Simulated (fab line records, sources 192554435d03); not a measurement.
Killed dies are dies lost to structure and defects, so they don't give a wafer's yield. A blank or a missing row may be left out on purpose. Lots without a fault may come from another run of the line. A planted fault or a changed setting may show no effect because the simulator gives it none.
fab line records | flow n5_finfet
record lots=4 wafers=12 last_day=22
route steps=1938 shown BEOL_M3@941 BEOL_M4@1111
lots that met no fault: from a run of the same line without faults
start_h: hours from the record's first day to the start of the lot's first wafer shown | wait_h: hours since the lot's step before | " the same as in the row above | L1.1+2: a row that stands for several wafers | - no value, or no start given | * or withheld: withheld | < > ~ a bound
route shown NAME@n: a module of which the file shows steps, and the number in the route of the first | usual: mean/standard deviation of fault-free wafers | same: alike in all rows | chamber/n: place in a boat | sites: the reading at each site | _std_site: their standard deviation | _edge_site: outer sites' mean less inner sites' | radius_mm: how far each site lies from the wafer's centre | mask NAME#n: copy n | behind: the tool/chamber that last shaped the wafer | hold: why the lot was held/for how many hours/how that ended | device: the transistor (n, p or np) that didn't switch | end of line: the same wafers' tests at the end of the route | a step without rows: its recipe alone | killed: dies lost to structure and defects at the first sort, not the wafer's yield | map: a wafer's dies, x killed, . not, _ none there
set.NAME: the setting as run; set.NAME@STEP: as run at that earlier step | model.NAME: the simulator's own value behind a step, which no gauge read
lots at some steps of the route; a table a step, a row a wafer
services: from which hour (start_h, from the record's first day; less than 0 if before it) a tool's chamber was out of use, for how many hours, and why
## steps
# step N5_BEOL_M3_EXPOSE_08
# recipe mask_id=M3 na=0.33 source_shape=dipole sigma_inner=0.369 sigma_outer=0.767 polarization=unpolarized dose_mj=33
# step N5_BEOL_M3_PEB_09
# recipe peb_temp_c=100 peb_time_s=60 resist=CAR-EUV
# step N5_BEOL_M3_DEVELOP_10
# recipe develop_time_s=30 developer=TMAH resist=CAR-EUV rinse_liquid=surfactant_rinse dry=air_spin dev_temp_c=23
# step N5_BEOL_M3_DESCUM_16
# recipe chemistry=O2 time_s=7 source_power_w=50 bias_power_w=20 pressure_mtorr=20 rf_frequency_hz=2.712e+07 temp_c=40 resist=CAR-EUV o2_flow_sccm=225
# step N5_BEOL_M3_ETCH_74
# recipe chemistry=N2/H2 target=underlayer target_depth_a=65 mask_material=CAR-EUV time_s=5.2 ion_energy_ev=200 pressure_mtorr=30 source_w=840 bias_w=150 n2_flow_sccm=200 h2_flow_sccm=200 ends=cleared
# step N5_BEOL_M3_ETCH_63
# recipe chemistry=CF4 target=SiARC target_depth_a=156 mask_material=CAR-EUV time_s=26 ion_energy_ev=80 pressure_mtorr=40 source_w=545 bias_w=36 Ar_flow_sccm=100 cf4_flow_sccm=100 ends=cleared
# step N5_BEOL_M3_ETCH_64
# recipe chemistry=N2/H2 target=SOC target_depth_a=750 overetch_a=150 mask_material=SiARC temp_c=40 time_s=112.5 ion_energy_ev=200 pressure_mtorr=30 source_w=840 bias_w=150 n2_flow_sccm=200 h2_flow_sccm=200
# step N5_BEOL_M3_STRIP_65
# recipe chemistry=N2/H2 temp_c=40 n2_flow_sccm=200 h2_flow_sccm=200 rf_frequency_hz=6e+07
# step N5_BEOL_M3_STRIP_75
# recipe chemistry=N2/H2 temp_c=40 n2_flow_sccm=200 h2_flow_sccm=200 rf_frequency_hz=6e+07
# step N5_BEOL_M3_STRIP_66
# recipe chemistry=CF4 resist=SiARC power_w=300 bias_power_w=75 pressure_mtorr=50 cf4_flow_sccm=150 rf_frequency_hz=6e+07
# usual bias_power_w=74.99/0.21 cf4_flow_sccm=150.0/0.44 chamber_pressure_mTorr=50.01/0.043 drypump_motor_current_A=5.9/0.36 oes_product_au=0.80/0.075 power_w=300.1/0.87 rf_vpp_V=271.0/1.3 showerhead_plenum_p_Torr=1.79/0.052 throttle_valve_pct=13.53/0.13
# columns lot.wafer tool chamber start_h wait_h bias_power_w cf4_flow_sccm chamber_pressure_mTorr drypump_motor_current_A oes_product_au power_w rf_hours_counter_h rf_vpp_V showerhead_plenum_p_Torr throttle_valve_pct model.SiARC_of_BEOL_M3_COAT_62.thk_nm
L106.3 rie_diel-03 3 296.46 0.0 - - - - - - - - - - 6.8
L106.4 " 3 " " - - - - - - - - - - 6.8
L106.6 " 2 " " - - - - - - - - - - 6.8
L103.4 rie_diel-01 2 298.50 0.0 - - - - - - - - - - 6.8
L103.5 " 2 " " - - - - - - - - - - 7
L103.6 " 1 " " - - - - - - - - - - 6.8
L108.2 rie_diel-03 0 300.64 0.0 74.71 149.9 49.98 6.0 0.82 301.7 72 270.0 1.75 13.65 0
L108.3 " 2 " " 75.16 150.6 50.07 5.9 0.79 299.4 85 271.0 1.82 13.54 0
L108.4 " 2 " " 75.09 150.2 49.96 5.9 0.79 299.9 - 270.6 1.81 13.55 0
L996.2 rie_diel-03 3 324.12 0.0 74.84 150.2 50.07 6.2 0.77 300.9 139 269.9 1.73 13.50 0
L996.4 " 2 " " 74.91 149.9 49.94 5.9 0.78 300.0 95 271.4 1.81 13.57 0
L996.5 " 2 " " 75.24 149.5 50.02 5.9 0.78 301.4 - 270.9 1.81 13.57 0
# step N5_BEOL_M3_HM_OPEN_17
# recipe chemistry=Cl2/BCl3 target_depth_a=200 overetch_a=60 target=TiN mask_material=SOC ion_energy_ev=150 pressure_mtorr=10 icp_w=1000 bias_w=126 Cl2_flow_sccm=53.25 bcl3_flow_sccm=21.75 Ar_flow_sccm=25
# usual bias_w=126.1/0.36 chamber_pressure_mTorr=9.999/0.0092 drypump_motor_current_A=5.7/0.34 oes_product_au=0.64/0.081 throttle_valve_pct=22.16/0.09
# columns lot.wafer tool chamber start_h wait_h bias_w chamber_pressure_mTorr drypump_motor_current_A oes_product_au rf_hours_counter_h throttle_valve_pct model.SiARC_of_BEOL_M3_COAT_62.thk_nm
L106.3 rie_metal-02 0 296.56 0.1 126.7 9.988 6.2 0.64 - 22.18 0.4
L106.4 " 0 " " 126.4 10.002 6.3 0.64 - 22.18 0.4
L106.6 " 0 " " 126.0 10.002 6.3 0.64 - 22.18 0.4
L103.4 rie_metal-01 1 298.57 0.1 126.0 10.016 5.9 0.55 - 22.36 0.2
L103.5 " 1 " " 126.3 10.012 5.9 0.54 - 22.35 0.4
L103.6 " 0 " " 126.0 10.006 5.5 0.55 - 22.10 0.4
L108.2 rie_metal-03 1 300.68 0.0 126.3 9.993 5.5 0.66 47 22.20 0
L108.3 " 0 " " 126.0 9.994 5.3 0.56 - 22.12 0
L108.4 " 1 " " 125.6 9.997 5.5 0.66 - 22.22 0
L996.2 rie_metal-03 1 324.16 0.0 126.6 9.988 5.5 0.67 48 22.20 0
L996.4 " 1 " " 126.2 10.010 5.5 0.66 - 22.23 0
L996.5 " 0 " " 126.5 9.997 5.3 0.56 - 22.12 0
# step N5_BEOL_M3_STRIP_19
# recipe chemistry=O2 power_w=400 temp_c=40 pressure_mtorr=30 rf_frequency_hz=6e+07 bias_power_w=0 overash_fraction=0.2 o2_flow_sccm=225
# step N5_BEOL_M4_RC_MEAS_101
# usual DIBL_N=36.3/1.1 DIBL_P=36.3/1.4 IOFF_N=0.155/0.019 IOFF_P=0.211/0.027 ION_N=672/8.5 ION_P=462/5.8 SS_N=71.5/0.56 SS_P=73.3/0.52 VT_N=249.9/2.5 VT_P=-249.8/2.8
# columns lot.wafer tool chamber start_h wait_h DIBL_N[mV/V] DIBL_P[mV/V] IOFF_N[nA/um] IOFF_P[nA/um] ION_N[uA/um] ION_P[uA/um] SS_N[mV/dec] SS_P[mV/dec] VT_N[mV] VT_P[mV]
L106.3 prober-02 0 385.66 0.3 37.1 35.5 0.140 0.194 659 458 71.6 73.0 252.5 -250.8
L106.4 " 0 " " 36.8 34.6 0.135 0.191 673 461 71.3 73.1 251.9 -252.1
L106.6 " 0 " " 37.7 36.3 0.159 0.218 675 465 71.8 73.4 251.1 -248.3
L108.2 prober-02 0 390.21 0.2 37.2 37.6 0.175 0.237 686 467 71.5 73.8 245.8 -248.3
L108.3 " 0 " " 36.9 37.1 0.168 0.230 677 466 71.7 73.5 245.2 -246.1
L108.4 " 0 " " 36.7 37.0 0.160 0.228 682 471 71.8 73.3 247.4 -247.4
L103.4 prober-01 0 391.78 0.5 35.9 36.0 0.159 0.206 676 458 71.5 72.8 250.5 -248.7
L103.5 " 0 " " 36.1 36.5 0.168 0.222 681 466 71.4 73.5 247.5 -247.2
L103.6 " 0 " " 35.2 35.5 0.148 0.201 674 467 70.6 73.2 250.6 -250.8
L996.2 prober-02 0 399.79 0.2 37.0 38.3 0.162 0.214 675 466 71.3 73.5 246.4 -249.6
L996.4 " 0 " " 33.6 32.5 0.105 0.142 658 454 70.4 72.8 255.7 -256.8
L996.5 " 0 " " 34.7 34.7 0.118 0.173 652 458 70.4 73.1 253.0 -253.3
## services
# columns tool chamber start_h hours kind
rie_diel-03 1 291.71 - clean
rie_diel-03 1 291.71 - consumable_replace:focus_ring
rie_diel-03 1 291.71 26.1 scheduled_down
rie_diel-03 1 291.71 26.1 vent_cycle
rie_metal-02 1 291.93 7.4 repair
rie_metal-01 - 300.39 1.4 pm
rie_metal-01 0 309.34 - clean
rie_metal-01 0 309.34 17.0 scheduled_down
rie_metal-01 0 309.34 17.0 vent_cycle
rie_diel-01 0 323.77 1.3 repair
## key
first_sign step=N5_BEOL_M3_STRIP_66 reading=tool_record direction=missing
effect none on later readings
model_effect step=N5_BEOL_M3_STRIP_66 value=SiARC_of_BEOL_M3_COAT_62.thk_nm without=0 struck=6.833
model_effect step=N5_BEOL_M3_HM_OPEN_17 value=SiARC_of_BEOL_M3_COAT_62.thk_nm without=0 struck=0.3667
met_at N5_BEOL_M3_STRIP_66
struck_wafers L103.4,L103.5,L103.6,L106.3,L106.4,L106.6
fault kind=skipped_step_whole tool=rie_diel-01,rie_diel-03 chamber=- onset_h=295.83 steps=N5_BEOL_M3_STRIP_66 scope=struck_lots_only
